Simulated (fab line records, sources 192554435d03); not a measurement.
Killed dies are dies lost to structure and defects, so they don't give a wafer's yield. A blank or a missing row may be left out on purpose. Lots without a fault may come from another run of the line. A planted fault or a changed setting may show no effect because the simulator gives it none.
Chamber matching | flow n5_finfet | N5_BEOL_M8_STRIP_67 on rie_diel-01: 4 sister chambers
The step strips in CF4. 16 wafers are shown with their chamber, then 8 later ones without.

WAFERS WITH THEIR CHAMBER
wafer  | chamber | showerhead_plenum_p_Torr (Torr) | drypump_motor_current_A (A) | throttle_valve_pct (%)
L076.1 | 3       | 1.84                            | 6.6                         | 13.27
L076.3 | 2       | 1.89                            | 5.2                         | 13.40
L076.6 | 0       | 1.86                            | 6.2                         | 13.47
L079.1 | 2       | 1.89                            | 5.2                         | 13.41
L079.3 | 1       | 1.92                            | 5.7                         | 13.13
L079.4 | 3       | 1.84                            | 6.6                         | 13.29
L078.2 | 0       | 1.86                            | 6.3                         | 13.47
L078.4 | 3       | 1.84                            | 6.6                         | 13.30
L078.5 | 1       | 1.92                            | 5.8                         | 13.13
L081.1 | 0       | 1.85                            | 6.3                         | 13.50
L081.4 | 1       | 1.92                            | 5.7                         | 13.12
L081.5 | 0       | 1.85                            | 6.3                         | 13.48
L085.3 | 0       | 1.85                            | 6.3                         | 13.48
L085.5 | 3       | 1.84                            | 6.5                         | 13.32
L085.6 | 0       | 1.85                            | 6.3                         | 13.50
L091.3 | 0       | 1.85                            | 6.3                         | 13.53

SIGNATURES (means of the wafers above)
reading                  | chamber 0 | chamber 1 | chamber 2 | chamber 3 | scatter within a chamber
showerhead_plenum_p_Torr | 1.8529    | 1.9200    | 1.8900    | 1.8400    | 0.00345
drypump_motor_current_A  | 6.286     | 5.733     | 5.200     | 6.575     | 0.0435
throttle_valve_pct       | 13.4900   | 13.1267   | 13.4050   | 13.2950   | 0.0187
Rule: a wafer's distance from a chamber is the root of the sum, over the readings, of the square of ((its reading less the chamber's mean) divided by the reading's scatter). The wafer belongs to the nearest chamber; if the next one is less than 2 further off, it can't be placed. The scatter: the root of (the sum of the squares of (reading less its chamber's mean) over the shown wafers, divided by (wafers less chambers)).

WAFERS WITHOUT THEIR CHAMBER
wafer  | showerhead_plenum_p_Torr (Torr) | drypump_motor_current_A (A) | throttle_valve_pct (%)
L091.4 | 1.88                            | 5.2                         | 13.46
L091.6 | 1.89                            | 5.2                         | 13.49
L092.3 | 1.91                            | 5.7                         | 13.21
L092.4 | 1.88                            | 5.2                         | 13.48
L092.6 | 1.83                            | 6.6                         | 13.38
L095.2 | 1.84                            | 6.4                         | 13.58
L095.4 | 1.83                            | 6.6                         | 13.40
L095.6 | 1.88                            | 5.2                         | 13.51

WHICH CHAMBER EACH WENT THROUGH
wafer  | from the rows above | in truth
L091.4 | 2                   | 2
L091.6 | 2                   | 2
L092.3 | 1                   | 1
L092.4 | 2                   | 2
L092.6 | 3                   | 3
L095.2 | 0                   | 0
L095.4 | 3                   | 3
L095.6 | 2                   | 2
Placed correctly: 8 of 8. Can't be placed from these rows: 0. Placed wrongly: 0.
